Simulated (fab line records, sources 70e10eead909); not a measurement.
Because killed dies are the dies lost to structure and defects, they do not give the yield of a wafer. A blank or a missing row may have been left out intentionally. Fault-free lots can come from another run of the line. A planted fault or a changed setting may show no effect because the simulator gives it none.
Matching of chambers ; flow nand-harc ; NHARC_A_STAIRCASE_DESCUM_291 on rie-diel-05: 4 sister chambers
The step chemistry O2, time 3 s. 4 wafers are shown with their chamber, then 8 later ones without.

WAFERS, EACH WITH ITS CHAMBER
wafer;chamber;showerhead-plenum-p-Torr (Torr)
L084.2;2;1.93
L085.1;3;1.87
L085.6;1;1.90
L088.1;0;1.76

WAFERS MISSING THEIR CHAMBER
wafer;showerhead-plenum-p-Torr (Torr)
L088.2;1.89
L088.4;1.92
L094.2;1.89
L094.4;2.07
L094.6;1.92
L097.1;2.07
L097.2;1.86
L097.5;1.92

EACH ONE'S CHAMBER
wafer;from the rows above;in truth
L088.2;can't be placed: 1 or 3 or 2 or 0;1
L088.4;can't be placed: 2 or 1 or 3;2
L094.2;can't be placed: 1 or 3 or 2 or 0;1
L094.4;can't be placed: 2 or 1 or 3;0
L094.6;can't be placed: 2 or 1 or 3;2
L097.1;can't be placed: 2 or 1 or 3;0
L097.2;can't be placed: 3 or 1 or 2 or 0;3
L097.5;can't be placed: 2 or 1 or 3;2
Placed correctly: 0 of 8. From these rows, 8 cannot be placed; in 6 the true chamber is one of the candidates. Placed wrongly: 0.
How it was worked out, from the rows above alone: a wafer's distance from a chamber is the root of the sum, over the readings, of the square of ((its reading less the chamber's mean) divided by the reading's scatter). The wafer belongs to the nearest chamber; if the next one is less than 2 further off, it can't be placed. The mean given for a chamber averages the wafers shown for that chamber. The scatter: root of mean squared gap, hidden wafer to nearest shown wafer, with one shown wafer a chamber.
